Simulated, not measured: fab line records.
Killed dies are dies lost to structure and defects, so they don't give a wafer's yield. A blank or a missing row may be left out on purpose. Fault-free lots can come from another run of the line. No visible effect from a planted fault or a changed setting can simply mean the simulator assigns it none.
fab line records	flow n5_finfet
[record] lots = 24	wafers = 72	last_day = 18
route steps=1938 shown ILD0@341 SDB@369 HKMG_FIN@389 GATE_CUT@468
lots that met no fault: from a run of the same line without faults
start_h: start of the lot's first displayed wafer, in hours after the record's first day	wait_h: time in hours since the lot's previous step	" the same as in the row above	L1.1+2: one row covering several wafers at once	- no value, or no start given	* or withheld: withheld	< > ~ a bound
route shown NAME@n: a module of which the file shows steps, and the number in the route of the first	usual: mean/standard deviation of fault-free wafers	same: alike in all rows	chamber/n: place in a boat	sites: each site's reading	_std_site: the standard deviation of these	_edge_site: outer sites' mean less inner sites'	radius_mm: how far each site lies from the wafer's centre	mask NAME#n: copy n	behind: tool/chamber where the wafer was last shaped	hold: why the lot went on hold/how many hours it stayed there/how the hold came to an end	device: the transistor (n, p or np) that didn't switch	end of line: the route-end tests of the same wafers	a step without rows: its recipe alone	killed: dies that structure and defects cost at the first sort, which is not the same as the wafer's yield	map: shows each die of a wafer: x if killed, . if not, _ if none is there
set.NAME: the run value of the setting; set.NAME@STEP: its run value at that earlier step	model.NAME: the simulator's own value behind a step, which no gauge read
the route's steps for a sample of lots (tables are steps, rows are wafers)
services: when a tool's chamber went out of use (start_h, in hours from the record's first day, below 0 if earlier), for how many hours, and the reason
[[steps]]
[step N5_ILD0_THK_MEAS_08]
[usual] thk_nm = 138.7/1.3
lot.wafer	tool	chamber	start_h	wait_h	thk_nm
L074.2	film_metro-01	-	64.16	-	137.5
L074.5	"	-	"	"	138.2
L074.6	"	-	"	"	136.9
L075.1	film_metro-02	-	70.90	-	138.6
L075.2	"	-	"	"	136.7
L075.6	"	-	"	"	138.0
L076.3	film_metro-01	-	74.35	-	139.1
L076.5	"	-	"	"	138.6
L076.6	"	-	"	"	136.3
L077.1	film_metro-01	-	79.03	-	139.1
L077.3	"	-	"	"	136.2
L077.6	"	-	"	"	138.7
L078.1	film_metro-01	-	85.77	-	141.2
L078.2	"	-	"	"	138.6
L078.6	"	-	"	"	138.8
L079.1	film_metro-01	-	92.86	-	139.3
L079.4	"	-	"	"	137.6
L079.5	"	-	"	"	139.2
L080.3	film_metro-01	-	99.09	-	139.0
L080.4	"	-	"	"	139.2
L080.5	"	-	"	"	139.3
L081.1	film_metro-02	-	103.80	-	138.9
L081.2	"	-	"	"	140.8
L081.5	"	-	"	"	141.4
L082.2	film_metro-02	-	114.63	-	138.6
L082.5	"	-	"	"	138.9
L082.6	"	-	"	"	137.5
L083.2	film_metro-01	-	117.79	-	139.8
L083.4	"	-	"	"	139.5
L083.6	"	-	"	"	139.3
L084.1	film_metro-01	-	123.59	-	138.5
L084.3	"	-	"	"	139.6
L084.5	"	-	"	"	140.7
L086.3	film_metro-01	-	135.00	-	139.2
L086.5	"	-	"	"	137.9
L086.6	"	-	"	"	141.1
L085.3	film_metro-01	-	138.55	-	137.6
L085.4	"	-	"	"	138.8
L085.5	"	-	"	"	139.1
L087.2	film_metro-01	-	142.11	-	139.0
L087.4	"	-	"	"	139.6
L087.5	"	-	"	"	137.7
L088.2	film_metro-01	-	146.47	-	140.1
L088.3	"	-	"	"	138.2
L088.6	"	-	"	"	137.8
L089.1	film_metro-02	-	154.52	-	135.6
L089.3	"	-	"	"	136.8
L089.4	"	-	"	"	137.9
L090.1	film_metro-02	-	157.20	-	138.7
L090.2	"	-	"	"	140.0
L090.3	"	-	"	"	141.1
L091.2	film_metro-02	-	163.62	-	139.0
L091.4	"	-	"	"	139.9
L091.6	"	-	"	"	140.0
L092.2	film_metro-01	-	169.34	-	137.6
L092.4	"	-	"	"	138.6
L092.5	"	-	"	"	138.1
L093.2	film_metro-01	-	175.52	-	139.2
L093.3	"	-	"	"	137.4
L093.4	"	-	"	"	139.9
L094.3	film_metro-02	-	182.77	-	137.9
L094.4	"	-	"	"	139.5
L094.6	"	-	"	"	137.3
L095.4	film_metro-01	-	188.81	-	140.3
L095.5	"	-	"	"	138.8
L095.6	"	-	"	"	139.4
L096.2	film_metro-02	-	194.20	-	138.4
L096.3	"	-	"	"	138.4
L096.5	"	-	"	"	138.1
L097.1	film_metro-02	-	201.12	-	137.0
L097.4	"	-	"	"	139.0
L097.5	"	-	"	"	138.4
[step N5_SDB_CUT_ETCH_26]
[recipe] chemistry = HBr/Cl2/O2	target = Si	target_depth_a = 1296	bt_time_s = 20	mask_material = SiNx	time_s = 51.8	ion_energy_ev = *	bias_w = *	pressure_mtorr = 10	icp_w = 800	HBr_flow_sccm = 150	Cl2_flow_sccm = 80	O2_flow_sccm = 12
[usual] HBr_flow_sccm = 150.0/0.47	chamber_pressure_mTorr = 10.001/0.0098	drypump_motor_current_A = 5.7/0.33	oes_product_au = 0.998/0.018	throttle_valve_pct = 37.3/0.35
lot.wafer	tool	chamber	start_h	wait_h	HBr_flow_sccm	chamber_pressure_mTorr	drypump_motor_current_A	oes_product_au	rf_hours_counter_h	throttle_valve_pct
L074.2	rie_si-03	3	68.99	0.1	150.5	9.978	6.1	1.012	8	37.6
L074.5	"	3	"	"	150.3	10.004	6.1	1.007	-	37.6
L074.6	"	0	"	"	149.7	10.002	6.0	1.026	-	37.8
L075.1	rie_si-02	1	75.65	0.1	149.4	10.004	5.7	1.000	20	37.1
L075.2	"	0	"	"	149.8	9.992	6.0	0.982	198	37.5
L075.6	"	0	"	"	149.3	10.012	6.1	0.984	-	37.5
L076.3	rie_si-03	0	78.81	0.1	149.4	10.011	6.0	1.021	196	37.8
L076.5	"	2	"	"	150.1	10.008	5.3	1.009	-	37.3
L076.6	"	1	"	"	150.4	9.986	6.1	0.977	-	37.8
L077.1	rie_si-03	1	83.88	0.1	149.6	9.992	6.1	0.970	169	37.8
L077.3	"	3	"	"	149.8	9.994	6.1	1.011	8	37.6
L077.6	"	2	"	"	150.2	10.005	5.3	1.007	-	37.3
L078.1	rie_si-02	1	90.20	0.1	149.5	10.007	5.7	1.014	20	37.1
L078.2	"	2	"	"	149.9	9.986	5.5	0.994	128	37.3
L078.6	"	1	"	"	150.6	10.000	5.7	1.002	-	37.1
L079.1	rie_si-02	0	98.17	0.1	149.2	9.975	6.1	0.988	198	37.5
L079.4	"	3	"	"	149.9	10.000	5.3	1.002	32	37.0
L079.5	"	0	"	"	149.5	9.995	6.1	0.991	-	37.5
L080.3	rie_si-03	2	103.62	0.1	149.2	9.982	5.3	1.016	53	37.3
L080.4	"	0	"	"	150.7	9.991	6.0	1.025	196	37.8
L080.5	"	1	"	"	148.8	9.994	6.1	0.973	-	37.8
L081.1	rie_si-05	3	109.83	0.1	150.8	10.010	5.3	1.014	61	36.9
L081.2	"	2	"	"	149.7	9.993	5.2	1.005	158	36.6
L081.5	"	3	"	"	150.7	10.001	5.3	1.008	-	36.9
L082.2	rie_si-03	2	119.92	0.1	150.1	9.993	5.3	1.019	53	37.3
L082.5	"	0	"	"	149.8	10.006	6.0	1.033	-	37.8
L082.6	"	3	"	"	150.2	10.009	6.1	1.007	-	37.6
L083.2	rie_si-02	3	122.38	0.1	149.5	9.999	5.3	1.006	33	37.0
L083.4	"	3	"	"	149.1	10.019	5.3	1.003	-	37.0
L083.6	"	2	"	"	150.6	9.979	5.5	0.983	-	37.3
L084.1	rie_si-02	2	128.95	0.1	150.1	10.019	5.5	0.977	129	37.3
L084.3	"	3	"	"	149.9	10.004	5.4	0.996	33	37.0
L084.5	"	2	"	"	149.8	9.991	5.5	0.982	-	37.3
L086.3	rie_si-05	3	139.68	0.1	150.3	10.011	5.3	1.018	62	36.9
L086.5	"	1	"	"	149.8	10.011	5.8	0.995	-	37.7
L086.6	"	0	"	"	149.6	10.009	5.3	0.961	-	37.1
L085.3	rie_si-05	0	143.66	0.1	150.5	10.011	5.4	0.972	1	37.1
L085.4	"	3	"	"	150.2	10.005	5.3	1.015	62	36.9
L085.5	"	1	"	"	149.8	10.009	5.8	0.992	-	37.6
L087.2	rie_si-03	1	146.53	0.1	150.1	9.996	6.1	0.968	171	37.8
L087.4	"	3	"	"	150.6	9.991	6.1	1.007	9	37.6
L087.5	"	0	"	"	150.3	9.985	6.0	1.000	-	37.8
L088.2	rie_si-02	2	151.27	0.1	150.6	10.001	5.5	0.991	129	37.3
L088.3	"	1	"	"	149.4	10.014	5.7	1.007	21	37.1
L088.6	"	2	"	"	150.4	10.022	5.5	0.989	-	37.3
L089.1	rie_si-05	1	158.94	0.1	149.6	9.997	5.8	1.003	130	37.7
L089.3	"	3	"	"	149.9	10.007	5.3	1.015	62	36.9
L089.4	"	2	"	"	149.8	9.996	5.2	0.997	159	36.7
L090.1	rie_si-03	1	161.86	0.1	150.0	9.987	6.1	0.959	171	37.8
L090.2	"	0	"	"	149.5	10.011	6.1	0.994	0	37.8
L090.3	"	2	"	"	150.0	10.013	5.2	1.017	54	37.3
L091.2	rie_si-02	3	168.29	0.1	149.9	9.997	5.4	1.001	34	37.0
L091.4	"	3	"	"	149.5	9.993	5.3	1.006	-	37.0
L091.6	"	1	"	"	149.7	10.012	5.7	1.001	-	37.1
L092.2	rie_si-05	2	173.76	0.1	150.4	10.014	5.3	0.999	159	36.6
L092.4	"	1	"	"	148.7	10.000	5.8	0.993	131	37.7
L092.5	"	0	"	"	149.7	10.013	5.4	0.969	-	37.1
L093.2	rie_si-05	1	180.73	0.1	149.8	9.982	5.8	1.002	131	37.7
L093.3	"	0	"	"	149.6	9.994	5.4	0.963	2	37.1
L093.4	"	3	"	"	150.3	10.005	5.3	1.022	62	36.9
L094.3	rie_si-05	3	187.44	0.1	149.1	10.000	5.3	1.015	63	36.9
L094.4	"	2	"	"	149.5	9.994	5.2	1.000	159	36.6
L094.6	"	0	"	"	149.8	10.003	5.4	0.971	-	37.1
L095.4	rie_si-03	1	193.54	0.1	149.1	9.997	6.1	0.967	172	37.8
L095.5	"	2	"	"	149.5	9.998	5.3	1.011	-	37.3
L095.6	"	3	"	"	149.9	10.000	6.1	1.013	-	37.6
L096.2	rie_si-02	2	198.93	0.1	150.0	9.995	5.5	0.987	130	37.3
L096.3	"	1	"	"	149.6	9.990	5.7	1.000	22	37.1
L096.5	"	3	"	"	150.4	10.000	5.4	1.004	-	37.0
L097.1	rie_si-02	1	205.44	0.1	150.2	10.001	5.7	1.003	23	37.1
L097.4	"	3	"	"	149.9	10.003	5.3	1.005	34	37.0
L097.5	"	3	"	"	149.4	10.017	5.3	1.005	-	37.0
[step N5_SDB_INSPECT_36]
[recipe] inspect_instrument = darkfield	mode = post_cmp
[usual] raw_defect_count = 44/20
lot.wafer	tool	chamber	start_h	wait_h	raw_defect_count
L074.2	defect_inspect-02	-	72.22	0.0	74
L074.5	"	-	"	"	58
L074.6	"	-	"	"	92
L075.1	defect_inspect-01	-	78.89	0.0	32
L075.2	"	-	"	"	58
L075.6	"	-	"	"	45
L076.3	defect_inspect-02	-	82.05	0.0	51
L076.5	"	-	"	"	40
L076.6	"	-	"	"	52
L077.1	defect_inspect-01	-	87.11	0.0	17
L077.3	"	-	"	"	30
L077.6	"	-	"	"	14
L078.1	defect_inspect-02	-	93.44	0.0	44
L078.2	"	-	"	"	40
L078.6	"	-	"	"	49
L079.1	defect_inspect-01	-	101.63	0.0	85
L079.4	"	-	"	"	45
L079.5	"	-	"	"	84
L080.3	defect_inspect-02	-	106.86	0.0	27
L080.4	"	-	"	"	33
L080.5	"	-	"	"	28
L081.1	defect_inspect-01	-	113.07	0.0	12
L081.2	"	-	"	"	25
L081.5	"	-	"	"	21
L082.2	defect_inspect-02	-	123.16	0.0	38
L082.5	"	-	"	"	22
L082.6	"	-	"	"	36
L083.2	defect_inspect-02	-	125.63	0.0	60
L083.4	"	-	"	"	30
L083.6	"	-	"	"	31
L084.1	defect_inspect-01	-	132.19	0.0	37
L084.3	"	-	"	"	51
L084.5	"	-	"	"	27
L086.3	defect_inspect-02	-	142.92	0.0	24
L086.5	"	-	"	"	19
L086.6	"	-	"	"	28
L085.3	defect_inspect-01	-	147.21	0.0	46
L085.4	"	-	"	"	39
L085.5	"	-	"	"	46
L087.2	defect_inspect-02	-	149.77	0.0	69
L087.4	"	-	"	"	44
L087.5	"	-	"	"	90
L088.2	defect_inspect-01	-	154.51	0.0	20
L088.3	"	-	"	"	46
L088.6	"	-	"	"	42
L089.1	defect_inspect-01	-	162.18	0.0	83
L089.3	"	-	"	"	57
L089.4	"	-	"	"	118
L090.1	defect_inspect-02	-	165.10	0.0	44
L090.2	"	-	"	"	61
L090.3	"	-	"	"	65
L091.2	defect_inspect-02	-	171.58	0.0	42
L091.4	"	-	"	"	68
L091.6	"	-	"	"	35
L092.2	defect_inspect-01	-	177.14	0.0	28
L092.4	"	-	"	"	39
L092.5	"	-	"	"	75
L093.2	defect_inspect-02	-	184.00	0.0	53
L093.3	"	-	"	"	37
L093.4	"	-	"	"	57
L094.3	defect_inspect-02	-	190.68	0.0	24
L094.4	"	-	"	"	30
L094.6	"	-	"	"	48
L095.4	defect_inspect-02	-	196.78	0.0	26
L095.5	"	-	"	"	29
L095.6	"	-	"	"	21
L096.2	defect_inspect-02	-	202.17	0.0	58
L096.3	"	-	"	"	31
L096.5	"	-	"	"	16
L097.1	defect_inspect-01	-	208.84	0.0	46
L097.4	"	-	"	"	44
L097.5	"	-	"	"	44
[step N5_HKMG_FIN_ALD_75]
[recipe] material = Al2O3	target_thk_a = 10	temp_c = 150	ald_precursor_family = TMA	ald_co_reactant = H2O	pulse_time_s = withheld	co_reactant_pulse_time_s = 1
[usual] heater_power_outer_w = 78/9.2	heater_power_w = 154/19	precursor_pulse_height_rel = 0.998/0.019
lot.wafer	tool	chamber	start_h	wait_h	heater_power_outer_w	heater_power_w	precursor_pulse_height_rel
L074.2	ald_hk-03	0	73.32	0.0	72	135	1.018
L074.5	"	2	"	"	87	178	1.019
L074.6	"	3	"	"	73	131	1.011
L075.1	ald_hk-02	2	80.09	0.0	59	122	0.966
L075.2	"	3	"	"	79	153	0.946
L075.6	"	2	"	"	56	121	1.001
L076.3	ald_hk-02	0	83.18	0.0	79	166	0.963
L076.5	"	3	"	"	78	148	1.046
L076.6	"	2	"	"	56	124	0.997
L077.1	ald_hk-03	1	88.20	0.0	71	145	1.026
L077.3	"	0	"	"	73	134	1.006
L077.6	"	0	"	"	71	131	1.005
L078.1	ald_hk-02	2	94.63	0.0	58	122	1.034
L078.2	"	3	"	"	78	156	0.991
L078.6	"	0	"	"	79	165	1.003
L079.1	ald_hk-03	0	103.15	0.0	71	134	1.005
L079.4	"	2	"	"	87	174	0.976
L079.5	"	3	"	"	73	131	1.013
L080.3	ald_hk-01	3	108.48	0.0	76	159	0.988
L080.4	"	2	"	"	94	182	1.001
L080.5	"	1	"	"	82	162	1.008
L081.1	ald_hk-03	2	114.49	0.0	87	172	1.017
L081.2	"	1	"	"	72	146	0.966
L081.5	"	3	"	"	76	134	0.974
L082.2	ald_hk-03	2	124.56	0.0	88	177	0.986
L082.5	"	3	"	"	74	130	0.972
L082.6	"	0	"	"	71	139	1.017
L083.2	ald_hk-02	2	127.08	0.0	59	120	1.005
L083.4	"	1	"	"	87	176	1.000
L083.6	"	0	"	"	81	158	0.998
L084.1	ald_hk-01	1	133.48	0.1	80	163	0.981
L084.3	"	0	"	"	78	162	0.999
L084.5	"	2	"	"	92	181	0.989
L086.3	ald_hk-02	0	144.19	0.0	81	161	1.010
L086.5	"	1	"	"	87	178	1.017
L086.6	"	0	"	"	82	163	0.989
L085.3	ald_hk-03	1	148.62	0.1	73	144	1.009
L085.4	"	2	"	"	89	178	0.978
L085.5	"	0	"	"	71	130	0.991
L087.2	ald_hk-02	1	151.18	0.0	87	179	1.009
L087.4	"	0	"	"	80	164	0.984
L087.5	"	3	"	"	79	154	0.977
L088.2	ald_hk-02	1	155.84	0.0	89	176	1.009
L088.3	"	3	"	"	78	153	1.054
L088.6	"	3	"	"	78	156	0.999
L089.1	ald_hk-03	3	163.37	0.1	73	131	0.969
L089.3	"	2	"	"	89	178	0.991
L089.4	"	0	"	"	71	139	0.990
L090.1	ald_hk-01	2	166.16	0.0	96	180	0.998
L090.2	"	3	"	"	79	159	0.969
L090.3	"	1	"	"	82	160	0.989
L091.2	ald_hk-01	0	172.65	0.0	78	162	0.992
L091.4	"	3	"	"	82	157	0.992
L091.6	"	1	"	"	80	162	0.990
L092.2	ald_hk-03	3	178.37	0.0	73	132	1.000
L092.4	"	2	"	"	89	180	1.015
L092.5	"	1	"	"	70	152	1.011
L093.2	ald_hk-01	2	185.17	0.0	94	184	0.950
L093.3	"	1	"	"	79	166	0.987
L093.4	"	3	"	"	79	161	1.003
L094.3	ald_hk-02	1	191.86	0.0	86	179	1.018
L094.4	"	3	"	"	81	149	0.972
L094.6	"	3	"	"	80	152	1.007
L095.4	ald_hk-03	0	197.85	0.0	74	136	1.002
L095.5	"	0	"	"	73	138	0.993
L095.6	"	3	"	"	74	128	1.000
L096.2	ald_hk-03	2	203.25	0.0	90	180	0.989
L096.3	"	1	"	"	71	145	0.978
L096.5	"	2	"	"	88	173	0.982
L097.1	ald_hk-01	0	209.92	0.0	77	159	0.991
L097.4	"	2	"	"	94	181	1.016
L097.5	"	1	"	"	79	160	0.973
[step N5_GATE_CUT_VAPOR_ETCH_60]
[recipe] chemistry = BCl3/Cl2	target = HfO2	mode = isotropic
[usual] drypump_motor_current_A = 6.1/0.35	oes_product_au = 0.74/0.095
lot.wafer	tool	chamber	start_h	wait_h	drypump_motor_current_A	oes_product_au
L074.2	rie_metal-02	1	82.97	0.0	5.9	0.90
L074.5	"	0	"	"	5.9	0.64
L074.6	"	1	"	"	5.9	0.91
L075.1	rie_metal-01	0	89.41	0.0	6.3	0.68
L075.2	"	1	"	"	6.3	0.88
L075.6	"	1	"	"	6.3	0.88
L076.3	rie_metal-01	0	92.09	0.0	6.2	0.68
L076.5	"	1	"	"	6.3	0.88
L076.6	"	0	"	"	6.3	0.68
L077.1	rie_metal-03	1	96.65	0.0	6.4	0.76
L077.3	"	0	"	"	5.3	0.65
L077.6	"	1	"	"	6.4	0.76
L078.1	rie_metal-03	0	103.30	0.0	5.3	0.65
L078.2	"	1	"	"	6.4	0.76
L078.6	"	1	"	"	6.4	0.76
L079.1	rie_metal-01	1	112.17	0.0	6.3	0.88
L079.4	"	0	"	"	6.3	0.68
L079.5	"	1	"	"	6.3	0.86
L080.3	rie_metal-01	1	117.30	0.0	6.3	0.88
L080.4	"	0	"	"	6.3	0.69
L080.5	"	0	"	"	6.3	0.68
L081.1	rie_metal-03	0	123.36	0.0	5.3	0.65
L081.2	"	1	"	"	6.4	0.76
L081.5	"	1	"	"	6.4	0.76
L082.2	rie_metal-01	1	133.68	0.0	6.3	0.87
L082.5	"	0	"	"	6.2	0.68
L082.6	"	1	"	"	6.3	0.87
L083.2	rie_metal-03	0	136.20	0.0	5.3	0.65
L083.4	"	0	"	"	5.3	0.65
L083.6	"	1	"	"	6.4	0.75
L084.1	rie_metal-01	1	142.22	0.0	6.3	0.87
L084.3	"	0	"	"	6.2	0.68
L084.5	"	0	"	"	6.3	0.67
L086.3	rie_metal-01	0	153.27	0.0	6.2	0.67
L086.5	"	0	"	"	6.3	0.67
L086.6	"	1	"	"	6.3	0.86
L085.3	rie_metal-03	0	157.53	0.0	5.3	0.64
L085.4	"	1	"	"	6.4	0.74
L085.5	"	0	"	"	5.3	0.64
L087.2	rie_metal-03	1	159.98	0.0	6.4	0.75
L087.4	"	0	"	"	5.3	0.64
L087.5	"	1	"	"	6.4	0.75
L088.2	rie_metal-02	1	164.40	0.0	6.0	0.86
L088.3	"	1	"	"	5.9	0.87
L088.6	"	0	"	"	5.9	0.63
L089.1	rie_metal-01	1	171.90	0.0	6.3	0.84
L089.3	"	1	"	"	6.3	0.86
L089.4	"	0	"	"	6.3	0.67
L090.1	rie_metal-02	0	175.48	0.0	5.9	0.64
L090.2	"	1	"	"	5.9	0.85
L090.3	"	0	"	"	5.9	0.63
L091.2	rie_metal-02	1	182.12	0.0	5.9	0.85
L091.4	"	0	"	"	5.9	0.63
L091.6	"	1	"	"	5.9	0.86
L092.2	rie_metal-01	0	187.52	0.0	6.3	0.67
L092.4	"	0	"	"	6.3	0.68
L092.5	"	0	"	"	6.3	0.67
L093.2	rie_metal-02	1	193.85	0.0	5.9	0.85
L093.3	"	1	"	"	5.9	0.85
L093.4	"	0	"	"	5.9	0.63
L094.3	rie_metal-02	1	200.56	0.0	5.9	0.85
L094.4	"	0	"	"	5.9	0.63
L094.6	"	1	"	"	5.9	0.85
L095.4	rie_metal-02	0	206.81	0.0	5.9	0.63
L095.5	"	1	"	"	5.9	0.84
L095.6	"	0	"	"	5.9	0.63
L096.2	rie_metal-01	0	212.14	0.0	6.3	0.67
L096.3	"	0	"	"	6.3	0.66
L096.5	"	0	"	"	6.3	0.66
L097.1	rie_metal-03	1	222.44	0.1	6.4	0.73
L097.4	"	1	"	"	6.4	0.73
L097.5	"	1	"	"	6.4	0.73
[step N5_GATE_CUT_CMP_02]
[recipe] stop_on = SiO2	t_overpolish_s = 12.7	post_cmp_clean = alkaline_brush	down_force_psi = 2.5	platen_rpm = 51.8	pad_velocity_m_s = 1.0307	target_thk_nm = 0
[usual] motor_current_A = 9.2/0.94	overpolish_run_s = 12.701/0.008	time_to_endpoint_s = 24.7/2.9
lot.wafer	tool	chamber	start_h	wait_h	motor_current_A	overpolish_run_s	time_to_endpoint_s
L074.2	cmp-03	1	85.99	0.2	10.0	12.717	25.1
L074.6	"	2	"	"	9.2	12.718	24.5
L074.5	"	3	"	"	10.1	12.699	26.7
L075.1	cmp-03	3	92.41	0.1	10.4	12.693	24.7
L075.2	"	0	"	"	9.1	12.704	23.7
L075.6	"	0	"	"	8.5	12.701	22.7
L076.3	cmp-02	3	94.87	0.2	8.6	12.708	26.3
L076.6	"	0	"	"	8.2	12.686	22.0
L076.5	"	1	"	"	7.4	12.703	25.9
L077.3	cmp-03	3	100.96	0.1	10.8	12.710	24.0
L077.1	"	1	"	"	10.3	12.690	21.8
L077.6	"	2	"	"	8.9	12.711	26.9
L078.1	cmp-03	3	106.01	0.1	10.8	12.706	23.0
L078.2	"	2	"	"	8.9	12.687	25.7
L078.6	"	0	"	"	9.2	12.701	22.1
L079.4	cmp-01	0	114.81	0.0	8.1	12.697	26.5
L079.1	"	2	"	"	9.9	12.711	15.3
L079.5	"	0	"	"	7.9	12.705	24.1
L080.3	cmp-02	0	120.77	0.1	7.9	12.711	25.1
L080.4	"	1	"	"	7.4	12.714	26.8
L080.5	"	3	"	"	8.1	12.703	29.4
L081.1	cmp-02	0	126.11	0.1	8.0	12.691	25.3
L081.2	"	2	"	"	8.2	12.695	30.8
L081.5	"	0	"	"	8.1	12.705	23.2
L082.2	cmp-01	2	136.71	0.2	9.3	12.714	21.0
L082.5	"	3	"	"	10.4	12.714	25.4
L082.6	"	0	"	"	7.9	12.702	28.1
L083.4	cmp-01	0	139.01	0.1	7.7	12.693	30.4
L083.2	"	3	"	"	9.9	12.708	28.4
L083.6	"	1	"	"	9.6	12.694	26.4
L084.1	cmp-02	0	144.92	0.1	8.1	12.713	23.8
L084.3	"	2	"	"	8.4	12.704	30.1
L084.5	"	0	"	"	8.6	12.711	23.8
L086.3	cmp-03	3	155.93	0.1	10.2	12.716	28.4
L086.5	"	2	"	"	8.9	12.708	26.7
L086.6	"	3	"	"	10.1	12.699	25.0
L085.3	cmp-01	2	160.18	0.1	9.4	12.691	22.1
L085.4	"	3	"	"	10.5	12.717	25.4
L085.5	"	3	"	"	10.1	12.701	24.7
L087.2	cmp-01	3	162.67	0.1	10.1	12.706	23.0
L087.4	"	0	"	"	8.1	12.707	26.2
L087.5	"	2	"	"	10.0	12.695	20.6
L088.3	cmp-01	2	167.07	0.1	9.6	12.704	21.7
L088.2	"	3	"	"	10.1	12.692	24.5
L088.6	"	1	"	"	9.7	12.694	22.6
L089.4	cmp-01	1	175.19	0.0	9.4	12.706	24.3
L089.1	"	3	"	"	10.4	12.706	22.0
L089.3	"	0	"	"	7.7	12.695	23.9
L090.3	cmp-03	1	178.18	0.1	9.5	12.700	23.5
L090.1	"	2	"	"	9.3	12.687	23.4
L090.2	"	3	"	"	10.4	12.697	24.3
L091.2	cmp-02	1	186.02	0.1	7.5	12.705	21.7
L091.4	"	2	"	"	8.4	12.696	24.9
L091.6	"	3	"	"	8.7	12.693	25.1
L092.4	cmp-03	1	190.20	0.1	10.4	12.706	26.0
L092.2	"	2	"	"	8.9	12.703	31.1
L092.5	"	0	"	"	9.3	12.695	27.6
L093.4	cmp-01	0	196.59	0.1	7.9	12.707	25.9
L093.2	"	1	"	"	9.5	12.698	23.1
L093.3	"	3	"	"	10.2	12.699	27.4
L094.3	cmp-02	2	203.24	0.1	8.1	12.702	29.1
L094.4	"	0	"	"	8.0	12.711	24.7
L094.6	"	1	"	"	8.0	12.696	27.0
L095.4	cmp-03	3	209.85	0.1	10.6	12.701	24.3
L095.6	"	3	"	"	10.6	12.700	26.9
L095.5	"	0	"	"	9.4	12.697	23.8
L096.2	cmp-03	0	214.86	0.1	8.9	12.703	22.9
L096.3	"	1	"	"	9.6	12.705	22.0
L096.5	"	3	"	"	10.4	12.696	27.9
L097.4	cmp-01	1	225.12	0.0	9.4	12.692	21.3
L097.1	"	2	"	"	9.9	12.701	18.8
L097.5	"	2	"	"	9.6	12.682	19.1
[[services]]
tool	chamber	start_h	hours	kind
rie_metal-03	-	54.45	0.1	repair
ald_hk-01	-	70.78	28.1	pm
cmp-03	-	72.54	0.2	repair
cmp-01	-	75.80	1.0	repair
cmp-01	-	94.15	9.5	pm
cmp-01	-	103.65	8.3	pm
cmp-02	-	103.74	4.0	pm
rie_si-02	0	110.44	-	clean
rie_si-02	0	110.44	14.5	scheduled_down
rie_si-02	0	110.44	14.5	vent_cycle
rie_si-03	-	110.53	2.8	pm
cmp-03	-	115.99	6.2	pm
ald_hk-03	-	126.65	8.7	pm
rie_si-03	0	129.17	-	clean
rie_metal-02	-	130.88	1.4	pm
rie_metal-02	-	140.17	10.0	pm
ald_hk-02	-	143.41	0.6	repair
cmp-03	-	150.91	0.5	repair
cmp-02	-	158.53	3.9	repair
rie_si-02	0	165.81	5.8	repair
rie_si-03	-	192.91	0.2	repair
ald_hk-03	-	195.74	0.9	repair
rie_metal-03	1	198.33	4.6	repair
rie_metal-03	0	219.50	2.8	repair
[[key]]
fault none
